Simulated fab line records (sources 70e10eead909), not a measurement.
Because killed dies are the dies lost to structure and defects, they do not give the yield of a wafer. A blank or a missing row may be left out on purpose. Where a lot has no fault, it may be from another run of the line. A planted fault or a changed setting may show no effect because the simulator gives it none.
Matching of chambers || flow nandHarc || rieDiel-06 running NHARC_A_BONDPAD_DESCUM_11: 4 sister chambers
The step chemistry O2, time 3 s. 14 wafers are shown with their chamber, then 7 later ones without.

WAFERS PAIRED WITH THEIR CHAMBERS
{"wafer": "L758.1", "chamber": 1, "drypumpMotorCurrentA (A)": 5.81, "throttleValvePct (%)": 11.305, "chamberPressureMTorr (mTorr)": 60.06}
{"wafer": "L758.2", "chamber": 0, "drypumpMotorCurrentA (A)": 5.35, "throttleValvePct (%)": 11.315, "chamberPressureMTorr (mTorr)": 60.02}
{"wafer": "L758.3", "chamber": 2, "drypumpMotorCurrentA (A)": 5.41, "throttleValvePct (%)": 11.301, "chamberPressureMTorr (mTorr)": 59.89}
{"wafer": "L768.1", "chamber": 1, "drypumpMotorCurrentA (A)": 5.82, "throttleValvePct (%)": 11.325, "chamberPressureMTorr (mTorr)": 59.96}
{"wafer": "L768.4", "chamber": 3, "drypumpMotorCurrentA (A)": 5.62, "throttleValvePct (%)": 11.297, "chamberPressureMTorr (mTorr)": 59.97}
{"wafer": "L768.5", "chamber": 1, "drypumpMotorCurrentA (A)": 5.83, "throttleValvePct (%)": 11.306, "chamberPressureMTorr (mTorr)": 60.09}
{"wafer": "L771.2", "chamber": 3, "drypumpMotorCurrentA (A)": 5.62, "throttleValvePct (%)": 11.302, "chamberPressureMTorr (mTorr)": 60.02}
{"wafer": "L771.5", "chamber": 2, "drypumpMotorCurrentA (A)": 5.41, "throttleValvePct (%)": 11.305, "chamberPressureMTorr (mTorr)": 59.96}
{"wafer": "L771.6", "chamber": 1, "drypumpMotorCurrentA (A)": 5.81, "throttleValvePct (%)": 11.317, "chamberPressureMTorr (mTorr)": 59.94}
{"wafer": "L772.1", "chamber": 0, "drypumpMotorCurrentA (A)": 5.40, "throttleValvePct (%)": 11.291, "chamberPressureMTorr (mTorr)": 60.11}
{"wafer": "L772.4", "chamber": 1, "drypumpMotorCurrentA (A)": 5.82, "throttleValvePct (%)": 11.327, "chamberPressureMTorr (mTorr)": 60.07}
{"wafer": "L772.5", "chamber": 2, "drypumpMotorCurrentA (A)": 5.44, "throttleValvePct (%)": 11.308, "chamberPressureMTorr (mTorr)": 60.04}
{"wafer": "L773.2", "chamber": 0, "drypumpMotorCurrentA (A)": 5.37, "throttleValvePct (%)": 11.303, "chamberPressureMTorr (mTorr)": 60.12}
{"wafer": "L773.5", "chamber": 1, "drypumpMotorCurrentA (A)": 5.80, "throttleValvePct (%)": 11.316, "chamberPressureMTorr (mTorr)": 60.07}

SIGNATURES, as means of the wafers listed above
{"reading": "drypumpMotorCurrentA", "chamber 0": 5.3733, "chamber 1": 5.8150, "chamber 2": 5.4200, "chamber 3": 5.6200, "scatter within a chamber": 0.0155}
{"reading": "throttleValvePct", "chamber 0": 11.30300, "chamber 1": 11.31600, "chamber 2": 11.30467, "chamber 3": 11.29950, "scatter within a chamber": 0.00866}
{"reading": "chamberPressureMTorr", "chamber 0": 60.0833, "chamber 1": 60.0317, "chamber 2": 59.9633, "chamber 3": 59.9950, "scatter within a chamber": 0.0627}
Rule: distance of a wafer from a chamber = root of the sum over the readings of ((wafer's reading minus chamber's mean) / reading's scatter) squared. If the next closest chamber is less than 2 further off than the closest, the wafer can't be placed; otherwise it belongs to the closest. The scatter: the root of (the sum of the squares of (reading less its chamber's mean) over the shown wafers, divided by (wafers less chambers)).

WAFERS WITHOUT THEIR CHAMBER
{"wafer": "L773.6", "drypumpMotorCurrentA (A)": 5.38, "throttleValvePct (%)": 11.319, "chamberPressureMTorr (mTorr)": 59.97}
{"wafer": "L769.1", "drypumpMotorCurrentA (A)": 5.43, "throttleValvePct (%)": 11.307, "chamberPressureMTorr (mTorr)": 60.06}
{"wafer": "L769.2", "drypumpMotorCurrentA (A)": 5.35, "throttleValvePct (%)": 11.306, "chamberPressureMTorr (mTorr)": 59.98}
{"wafer": "L769.3", "drypumpMotorCurrentA (A)": 5.59, "throttleValvePct (%)": 11.319, "chamberPressureMTorr (mTorr)": 60.08}
{"wafer": "L779.1", "drypumpMotorCurrentA (A)": 5.60, "throttleValvePct (%)": 11.322, "chamberPressureMTorr (mTorr)": 60.00}
{"wafer": "L779.5", "drypumpMotorCurrentA (A)": 5.82, "throttleValvePct (%)": 11.310, "chamberPressureMTorr (mTorr)": 60.04}
{"wafer": "L779.6", "drypumpMotorCurrentA (A)": 5.38, "throttleValvePct (%)": 11.314, "chamberPressureMTorr (mTorr)": 59.91}

CHAMBER TAKEN BY EACH
{"wafer": "L773.6", "from the rows above": "can't be placed: 0 or 2", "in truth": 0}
{"wafer": "L769.1", "from the rows above": 2, "in truth": 2}
{"wafer": "L769.2", "from the rows above": 0, "in truth": 0}
{"wafer": "L769.3", "from the rows above": 3, "in truth": 3}
{"wafer": "L779.1", "from the rows above": 3, "in truth": 3}
{"wafer": "L779.5", "from the rows above": 1, "in truth": 1}
{"wafer": "L779.6", "from the rows above": "can't be placed: 2 or 0", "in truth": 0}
Correct placement for 5 of the 7. These rows do not allow placing 2 (true chamber among the candidates in 2). 0 placed wrongly.
